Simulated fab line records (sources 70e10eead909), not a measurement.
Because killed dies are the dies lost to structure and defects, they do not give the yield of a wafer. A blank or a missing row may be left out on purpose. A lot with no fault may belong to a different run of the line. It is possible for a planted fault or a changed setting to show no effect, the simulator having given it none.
Which of the tools did it? || flow nand-harc || 33 wafers from 11 lots sampled at 7 of the route's 1159 steps

== WHAT THE GAUGES READ, wafer by wafer ==
NHARC_P_BONDPAD_THK_MEAS_20: measures by xrf. Usual: 160.9 nm for thk-nm, sd 1.8.
{"lot": "L870", "measured": "day 7 05:00", "on": "film-metro-01", "thk-nm (nm)": "161.4 162.7 160.3", "flag": ""}
{"lot": "L872", "measured": "day 7 11:02", "on": "film-metro-02", "thk-nm (nm)": "158.7 162.1 161.6", "flag": ""}
{"lot": "L875", "measured": "day 8 15:56", "on": "film-metro-02", "thk-nm (nm)": "163.2 162.0 163.5", "flag": ""}
{"lot": "L876", "measured": "day 8 17:12", "on": "film-metro-01", "thk-nm (nm)": "165.2 162.8 164.4", "flag": ""}
{"lot": "L879", "measured": "day 9 20:26", "on": "film-metro-02", "thk-nm (nm)": "159.8 162.7 159.9", "flag": ""}
{"lot": "L880", "measured": "day 10 03:01", "on": "film-metro-01", "thk-nm (nm)": "402.3 401.0 390.3", "flag": "OFF"}
{"lot": "L883", "measured": "day 10 11:25", "on": "film-metro-01", "thk-nm (nm)": "394.9 402.2 400.8", "flag": "OFF"}
{"lot": "L884", "measured": "day 10 16:23", "on": "film-metro-02", "thk-nm (nm)": "401.4 405.6 402.7", "flag": "OFF"}
{"lot": "L888", "measured": "day 11 16:44", "on": "film-metro-02", "thk-nm (nm)": "161.4 159.3 160.6", "flag": ""}
{"lot": "L889", "measured": "day 11 16:59", "on": "film-metro-02", "thk-nm (nm)": "160.0 159.4 162.1", "flag": ""}
{"lot": "L890", "measured": "day 12 09:30", "on": "film-metro-02", "thk-nm (nm)": "159.6 162.9 159.9", "flag": ""}

NHARC_P_BONDPAD_INSPECT_23. Usual: 339 for raw-defect-count, sd 110.
{"lot": "L870", "measured": "day 7 05:13", "on": "defect-inspect-02", "raw-defect-count": "279 435 296", "flag": ""}
{"lot": "L872", "measured": "day 7 11:14", "on": "defect-inspect-01", "raw-defect-count": "372 282 224", "flag": ""}
{"lot": "L875", "measured": "day 8 16:10", "on": "defect-inspect-02", "raw-defect-count": "353 215 285", "flag": ""}
{"lot": "L876", "measured": "day 8 17:25", "on": "defect-inspect-02", "raw-defect-count": "398 252 246", "flag": ""}
{"lot": "L879", "measured": "day 9 20:38", "on": "defect-inspect-01", "raw-defect-count": "333 410 231", "flag": ""}
{"lot": "L880", "measured": "day 10 03:14", "on": "defect-inspect-01", "raw-defect-count": "6073 6113 5982", "flag": "OFF"}
{"lot": "L883", "measured": "day 10 11:37", "on": "defect-inspect-01", "raw-defect-count": "6269 5945 6115", "flag": "OFF"}
{"lot": "L884", "measured": "day 10 16:36", "on": "defect-inspect-02", "raw-defect-count": "6174 6071 6068", "flag": "OFF"}
{"lot": "L888", "measured": "day 11 16:56", "on": "defect-inspect-02", "raw-defect-count": "245 252 237", "flag": ""}
{"lot": "L889", "measured": "day 11 17:11", "on": "defect-inspect-02", "raw-defect-count": "262 226 294", "flag": ""}
{"lot": "L890", "measured": "day 12 09:42", "on": "defect-inspect-01", "raw-defect-count": "267 262 247", "flag": ""}

NHARC_END_SORT_01. Usual: defect-limited-yield 95.5 %, standard deviation 1.5; killed-at-array 27, standard deviation 10; killed-at-other 0.6, standard deviation 0.96; killed-at-periphery 3.4, standard deviation 2.7; killed-dies 31, standard deviation 10; killed-open 2.9, standard deviation 1.8; killed-short 1.8, standard deviation 1.4; sort_bin_2_pct 1.4 %, standard deviation 0.66; sort_bin_3_pct 0.25 %, standard deviation 0.23; sort_bin_4_pct 2.8 %, standard deviation 0.94; sort-n-pass 646, standard deviation 10; sort-rim-yield-pct 96.2 %, standard deviation 2.6; sort-yield-pct 95.5 %, standard deviation 1.5.
{"lot": "L880", "measured": "day 22 14:59", "on": "prober-01", "defect-limited-yield (%)": "0 0 0", "killed-at-array": "19 23 23", "killed-at-other": "1 0 2", "killed-at-periphery": "657 654 652", "killed-dies": "677 677 677", "killed-open": "3 3 1", "killed-short": "1 2 0", "sort_bin_2_pct (%)": "1.0 0.9 1.2", "sort_bin_3_pct (%)": "96.90 96.45 96.75", "sort_bin_4_pct (%)": "2.1 2.7 2.1", "sort-n-pass": "0 0 0", "sort-rim-yield-pct (%)": "0 0 0", "sort-yield-pct (%)": "0 0 0", "flag": "OFF"}
{"lot": "L883", "measured": "day 23 03:20", "on": "prober-02", "defect-limited-yield (%)": "0 0 0", "killed-at-array": "15 15 18", "killed-at-other": "0 0 1", "killed-at-periphery": "662 662 658", "killed-dies": "677 677 677", "killed-open": "5 2 4", "killed-short": "3 5 4", "sort_bin_2_pct (%)": "1.0 0.1 1.0", "sort_bin_3_pct (%)": "97.78 98.38 97.49", "sort_bin_4_pct (%)": "1.2 1.5 1.5", "sort-n-pass": "0 0 0", "sort-rim-yield-pct (%)": "0 0 0", "sort-yield-pct (%)": "0 0 0", "flag": "OFF"}
{"lot": "L884", "measured": "day 23 12:58", "on": "prober-02", "defect-limited-yield (%)": "0 0 0", "killed-at-array": "22 18 17", "killed-at-other": "0 0 0", "killed-at-periphery": "655 659 660", "killed-dies": "677 677 677", "killed-open": "4 3 5", "killed-short": "2 4 0", "sort_bin_2_pct (%)": "1.6 1.6 0.9", "sort_bin_3_pct (%)": "96.60 96.90 97.34", "sort_bin_4_pct (%)": "1.8 1.5 1.8", "sort-n-pass": "0 0 0", "sort-rim-yield-pct (%)": "0 0 0", "sort-yield-pct (%)": "0 0 0", "flag": "OFF"}

== EACH LOT AND THE TOOL THAT RAN IT (in order: tool; ch and the chambers of the sampled wafers; start) ==
{"lot": "L870", "NHARC_P_BONDPAD_DEP_00": "pecvd-02 ch 1,2, day 7 01:00", "NHARC_P_BONDPAD_CMP_32": "cmp-02 ch 0,1,3, day 7 01:29", "NHARC_P_BONDPAD_DESCUM_11": "rie-diel-08 ch 0,2,3, day 7 02:37", "NHARC_P_BONDPAD_CMP_19": "cmp-04 ch 0,1,2, day 7 04:40"}
{"lot": "L872", "NHARC_P_BONDPAD_DEP_00": "pecvd-01 ch 0,1,2, day 7 07:19", "NHARC_P_BONDPAD_CMP_32": "cmp-01 ch 0,3, day 7 07:39", "NHARC_P_BONDPAD_DESCUM_11": "rie-diel-06 ch 0,2,3, day 7 08:41", "NHARC_P_BONDPAD_CMP_19": "cmp-02 ch 0,3, day 7 10:43"}
{"lot": "L875", "NHARC_P_BONDPAD_DEP_00": "pecvd-04 ch 0,1,2, day 8 12:10", "NHARC_P_BONDPAD_CMP_32": "cmp-02 ch 1,3, day 8 12:35", "NHARC_P_BONDPAD_DESCUM_11": "rie-diel-06 ch 0,2, day 8 13:37", "NHARC_P_BONDPAD_CMP_19": "cmp-01 ch 0,1, day 8 15:39"}
{"lot": "L876", "NHARC_P_BONDPAD_DEP_00": "pecvd-02 ch 0,2, day 8 13:26", "NHARC_P_BONDPAD_CMP_32": "cmp-02 ch 0,1,2, day 8 13:53", "NHARC_P_BONDPAD_DESCUM_11": "rie-diel-06 ch 1,3, day 8 14:52", "NHARC_P_BONDPAD_CMP_19": "cmp-02 ch 0,1,2, day 8 16:54"}
{"lot": "L879", "NHARC_P_BONDPAD_DEP_00": "pecvd-01 ch 0,1,2, day 9 17:11 or earlier", "NHARC_P_BONDPAD_CMP_32": "cmp-04 ch 0,2,3, day 9 17:11", "NHARC_P_BONDPAD_DESCUM_11": "rie-diel-06 ch 0,2,3, day 9 18:04", "NHARC_P_BONDPAD_CMP_19": "cmp-04 ch 0,1,2, day 9 20:08"}
{"lot": "L880", "NHARC_P_BONDPAD_DEP_00": "pecvd-04 ch 0,1, day 9 23:24 or earlier", "NHARC_P_BONDPAD_CMP_32": "cmp-02 ch 0,1,2, day 9 23:24", "NHARC_P_BONDPAD_DESCUM_11": "rie-diel-06 ch 0,2,3, day 10 00:31", "NHARC_P_BONDPAD_CMP_19": "cmp-04 ch 2,3, day 10 02:41"}
{"lot": "L883", "NHARC_P_BONDPAD_DEP_00": "pecvd-01 ch 0,2, day 10 07:40", "NHARC_P_BONDPAD_CMP_32": "cmp-04 ch 0,3, day 10 08:04", "NHARC_P_BONDPAD_DESCUM_11": "rie-diel-06 ch 0,1, day 10 09:04", "NHARC_P_BONDPAD_CMP_19": "cmp-04 ch 1,2,3, day 10 11:05"}
{"lot": "L884", "NHARC_P_BONDPAD_DEP_00": "pecvd-04 ch 0,1,2, day 10 13:02 or earlier", "NHARC_P_BONDPAD_CMP_32": "cmp-04 ch 0,1,3, day 10 13:02", "NHARC_P_BONDPAD_DESCUM_11": "rie-diel-01 ch 0,1,2, day 10 13:56", "NHARC_P_BONDPAD_CMP_19": "cmp-04 ch 0,2,3, day 10 16:05"}
{"lot": "L888", "NHARC_P_BONDPAD_DEP_00": "pecvd-01 ch 0,1, day 11 12:57", "NHARC_P_BONDPAD_CMP_32": "cmp-02 ch 0,1,2, day 11 13:20", "NHARC_P_BONDPAD_DESCUM_11": "rie-diel-08 ch 1,2, day 11 14:20", "NHARC_P_BONDPAD_CMP_19": "cmp-01 ch 0,2, day 11 16:26"}
{"lot": "L889", "NHARC_P_BONDPAD_DEP_00": "pecvd-04 ch 0,1,2, day 11 13:14", "NHARC_P_BONDPAD_CMP_32": "cmp-01 ch 0,1,2, day 11 13:39", "NHARC_P_BONDPAD_DESCUM_11": "rie-diel-06 ch 0,1,2, day 11 14:33", "NHARC_P_BONDPAD_CMP_19": "cmp-02 ch 1,2,3, day 11 16:40"}
{"lot": "L890", "NHARC_P_BONDPAD_DEP_00": "pecvd-02 ch 0,1,2, day 12 05:53", "NHARC_P_BONDPAD_CMP_32": "cmp-02 ch 0,1,3, day 12 06:16", "NHARC_P_BONDPAD_DESCUM_11": "rie-diel-08 ch 2,3, day 12 07:09", "NHARC_P_BONDPAD_CMP_19": "cmp-04 ch 0,2, day 12 09:12"}
- NHARC_P_BONDPAD_DEP_00: deposits SiCN, target thk 250 nm.
- NHARC_P_BONDPAD_CMP_32: polishes SiCN, target thk 200 nm.
- NHARC_P_BONDPAD_DESCUM_11: chemistry O2, time 3 s.
- NHARC_P_BONDPAD_CMP_19: polishes, t overpolish 30 s, cu recess touch 16 s, target thk 160.81 nm.

== WHAT THE TOOLS THEMSELVES READ (means of the sampled wafers that have a number; where no wafer has one, the mark that the record gives instead) ==
NHARC_P_BONDPAD_DEP_00. Usual: 575 W for heater-power-w, sd 63.
{"lot": "L870", "tool": "pecvd-02", "heater-power-w (W)": 564, "flag": ""}
{"lot": "L872", "tool": "pecvd-01", "heater-power-w (W)": 562, "flag": ""}
{"lot": "L875", "tool": "pecvd-04", "heater-power-w (W)": 596, "flag": ""}
{"lot": "L876", "tool": "pecvd-02", "heater-power-w (W)": 523, "flag": ""}
{"lot": "L879", "tool": "pecvd-01", "heater-power-w (W)": 546, "flag": ""}
{"lot": "L880", "tool": "pecvd-04", "heater-power-w (W)": 557, "flag": ""}
{"lot": "L883", "tool": "pecvd-01", "heater-power-w (W)": 634, "flag": ""}
{"lot": "L884", "tool": "pecvd-04", "heater-power-w (W)": 596, "flag": ""}
{"lot": "L888", "tool": "pecvd-01", "heater-power-w (W)": 531, "flag": ""}
{"lot": "L889", "tool": "pecvd-04", "heater-power-w (W)": 566, "flag": ""}
{"lot": "L890", "tool": "pecvd-02", "heater-power-w (W)": 506, "flag": ""}

NHARC_P_BONDPAD_CMP_32. Usual: edge-zone-pressure-frac 1.000, standard deviation 0.0048; motor-current-A 12.0 A, standard deviation 1.2.
{"lot": "L870", "tool": "cmp-02", "edge-zone-pressure-frac": 0.998, "motor-current-A (A)": 11.5, "flag": ""}
{"lot": "L872", "tool": "cmp-01", "edge-zone-pressure-frac": 0.999, "motor-current-A (A)": 12.8, "flag": ""}
{"lot": "L875", "tool": "cmp-02", "edge-zone-pressure-frac": 1.004, "motor-current-A (A)": 11.9, "flag": ""}
{"lot": "L876", "tool": "cmp-02", "edge-zone-pressure-frac": 1.001, "motor-current-A (A)": 11.6, "flag": ""}
{"lot": "L879", "tool": "cmp-04", "edge-zone-pressure-frac": 1.000, "motor-current-A (A)": 11.6, "flag": ""}
{"lot": "L880", "tool": "cmp-02", "edge-zone-pressure-frac": 0.998, "motor-current-A (A)": 11.8, "flag": ""}
{"lot": "L883", "tool": "cmp-04", "edge-zone-pressure-frac": 1.001, "motor-current-A (A)": 12.5, "flag": ""}
{"lot": "L884", "tool": "cmp-04", "edge-zone-pressure-frac": 1.003, "motor-current-A (A)": 13.1, "flag": ""}
{"lot": "L888", "tool": "cmp-02", "edge-zone-pressure-frac": 0.998, "motor-current-A (A)": 12.0, "flag": ""}
{"lot": "L889", "tool": "cmp-01", "edge-zone-pressure-frac": 1.001, "motor-current-A (A)": 11.6, "flag": ""}
{"lot": "L890", "tool": "cmp-02", "edge-zone-pressure-frac": 1.000, "motor-current-A (A)": 11.8, "flag": ""}

NHARC_P_BONDPAD_DESCUM_11. Usual: drypump-motor-current-A 5.8 A, standard deviation 0.57; mfc-ar-sccm 0.004 sccm, standard deviation 0.008; oes-product-au 1.005 a.u., standard deviation 0.014; rf-vpp-V 57.7 V, standard deviation 0.96; showerhead-plenum-p-Torr 1.90 Torr, standard deviation 0.093; throttle-valve-pct 11.312 %, standard deviation 0.009.
{"lot": "L870", "tool": "rie-diel-08", "drypump-motor-current-A (A)": 6.3, "mfc-ar-sccm (sccm)": 0.002, "oes-product-au (a.u.)": 1.011, "rf-vpp-V (V)": 58.3, "showerhead-plenum-p-Torr (Torr)": 1.91, "throttle-valve-pct (%)": 11.318, "flag": ""}
{"lot": "L872", "tool": "rie-diel-06", "drypump-motor-current-A (A)": 5.6, "mfc-ar-sccm (sccm)": 0.000, "oes-product-au (a.u.)": 1.009, "rf-vpp-V (V)": 58.4, "showerhead-plenum-p-Torr (Torr)": 1.87, "throttle-valve-pct (%)": 11.305, "flag": ""}
{"lot": "L875", "tool": "rie-diel-06", "drypump-motor-current-A (A)": 6.0, "mfc-ar-sccm (sccm)": 0.000, "oes-product-au (a.u.)": 1.018, "rf-vpp-V (V)": 56.8, "showerhead-plenum-p-Torr (Torr)": 1.80, "throttle-valve-pct (%)": 11.309, "flag": ""}
{"lot": "L876", "tool": "rie-diel-06", "drypump-motor-current-A (A)": 5.4, "mfc-ar-sccm (sccm)": 0.000, "oes-product-au (a.u.)": 1.008, "rf-vpp-V (V)": 58.3, "showerhead-plenum-p-Torr (Torr)": 1.99, "throttle-valve-pct (%)": 11.308, "flag": ""}
{"lot": "L879", "tool": "rie-diel-06", "drypump-motor-current-A (A)": 5.6, "mfc-ar-sccm (sccm)": 0.000, "oes-product-au (a.u.)": 1.009, "rf-vpp-V (V)": 57.7, "showerhead-plenum-p-Torr (Torr)": 1.87, "throttle-valve-pct (%)": 11.307, "flag": ""}
{"lot": "L880", "tool": "rie-diel-06", "drypump-motor-current-A (A)": 5.6, "mfc-ar-sccm (sccm)": 0.000, "oes-product-au (a.u.)": 1.010, "rf-vpp-V (V)": 58.2, "showerhead-plenum-p-Torr (Torr)": 1.87, "throttle-valve-pct (%)": 11.316, "flag": ""}
{"lot": "L883", "tool": "rie-diel-06", "drypump-motor-current-A (A)": 5.2, "mfc-ar-sccm (sccm)": 0.000, "oes-product-au (a.u.)": 1.002, "rf-vpp-V (V)": 58.3, "showerhead-plenum-p-Torr (Torr)": 1.86, "throttle-valve-pct (%)": 11.311, "flag": ""}
{"lot": "L884", "tool": "rie-diel-01", "drypump-motor-current-A (A)": 5.8, "mfc-ar-sccm (sccm)": 0.005, "oes-product-au (a.u.)": 0.984, "rf-vpp-V (V)": 58.4, "showerhead-plenum-p-Torr (Torr)": 1.96, "throttle-valve-pct (%)": 11.309, "flag": ""}
{"lot": "L888", "tool": "rie-diel-08", "drypump-motor-current-A (A)": 6.1, "mfc-ar-sccm (sccm)": 0.013, "oes-product-au (a.u.)": 1.011, "rf-vpp-V (V)": 57.5, "showerhead-plenum-p-Torr (Torr)": 1.89, "throttle-valve-pct (%)": 11.316, "flag": ""}
{"lot": "L889", "tool": "rie-diel-06", "drypump-motor-current-A (A)": 5.7, "mfc-ar-sccm (sccm)": 0.000, "oes-product-au (a.u.)": 1.005, "rf-vpp-V (V)": 57.0, "showerhead-plenum-p-Torr (Torr)": 1.86, "throttle-valve-pct (%)": 11.309, "flag": ""}
{"lot": "L890", "tool": "rie-diel-08", "drypump-motor-current-A (A)": 6.4, "mfc-ar-sccm (sccm)": 0.005, "oes-product-au (a.u.)": 1.016, "rf-vpp-V (V)": 57.5, "showerhead-plenum-p-Torr (Torr)": 1.86, "throttle-valve-pct (%)": 11.318, "flag": ""}

NHARC_P_BONDPAD_CMP_19. Usual: edge-zone-pressure-frac 1.000, standard deviation 0.0047; motor-current-A 11.9 A, standard deviation 1.3; overpolish-run-s 30.001 s, standard deviation 0.0098.
{"lot": "L870", "tool": "cmp-04", "edge-zone-pressure-frac": 0.999, "motor-current-A (A)": 11.5, "overpolish-run-s (s)": 30.006, "flag": ""}
{"lot": "L872", "tool": "cmp-02", "edge-zone-pressure-frac": 1.000, "motor-current-A (A)": 11.6, "overpolish-run-s (s)": 30.007, "flag": ""}
{"lot": "L875", "tool": "cmp-01", "edge-zone-pressure-frac": 1.001, "motor-current-A (A)": 11.6, "overpolish-run-s (s)": 30.000, "flag": ""}
{"lot": "L876", "tool": "cmp-02", "edge-zone-pressure-frac": 1.001, "motor-current-A (A)": 11.7, "overpolish-run-s (s)": 29.994, "flag": ""}
{"lot": "L879", "tool": "cmp-04", "edge-zone-pressure-frac": 1.003, "motor-current-A (A)": 11.6, "overpolish-run-s (s)": 30.002, "flag": ""}
{"lot": "L880", "tool": "cmp-04", "edge-zone-pressure-frac": "-", "motor-current-A (A)": "-", "overpolish-run-s (s)": "-", "flag": "OFF"}
{"lot": "L883", "tool": "cmp-04", "edge-zone-pressure-frac": "-", "motor-current-A (A)": "-", "overpolish-run-s (s)": "-", "flag": "OFF"}
{"lot": "L884", "tool": "cmp-04", "edge-zone-pressure-frac": "-", "motor-current-A (A)": "-", "overpolish-run-s (s)": "-", "flag": "OFF"}
{"lot": "L888", "tool": "cmp-01", "edge-zone-pressure-frac": 0.998, "motor-current-A (A)": 11.6, "overpolish-run-s (s)": 30.008, "flag": ""}
{"lot": "L889", "tool": "cmp-02", "edge-zone-pressure-frac": 0.994, "motor-current-A (A)": 11.9, "overpolish-run-s (s)": 29.997, "flag": ""}
{"lot": "L890", "tool": "cmp-04", "edge-zone-pressure-frac": 0.999, "motor-current-A (A)": 11.0, "overpolish-run-s (s)": 30.002, "flag": ""}

== THE ANSWER, worked out from the rows above alone ==
Rule: take the mean of a lot's wafers that have a number; if it is more than 3 standard deviations from the usual mean, the lot is off. A lot without any number at a reading at which 4 lots or more have one is off too. Where the step has rows for the other lots, those lots are counted as sound. Order of review: gauges by route order, followed by the tools' own readings, for which a lot's mean as printed above is used. The first step at which some lot is off is used, and at that step the reading that is off furthest; a lot without a number counts as furthest.
Off: L880, L883, L884 (NHARC_P_BONDPAD_THK_MEAS_20, thk-nm).
A tool fits if, at a process step before that reading, it ran every lot that is off, and no sound lot after the first of them. The gauges at NHARC_P_BONDPAD_THK_MEAS_20 aren't tried: what is off there is off at NHARC_P_BONDPAD_INSPECT_23 too, on other tools, and a gauge's error can't cause that. NHARC_P_BONDPAD_DEP_00 gives no start for some lots, so the hours and the order of its lots are those of NHARC_P_BONDPAD_CMP_32. Of those tried, none fits.

== WHAT THE SIMULATOR HAD PUT IN ==
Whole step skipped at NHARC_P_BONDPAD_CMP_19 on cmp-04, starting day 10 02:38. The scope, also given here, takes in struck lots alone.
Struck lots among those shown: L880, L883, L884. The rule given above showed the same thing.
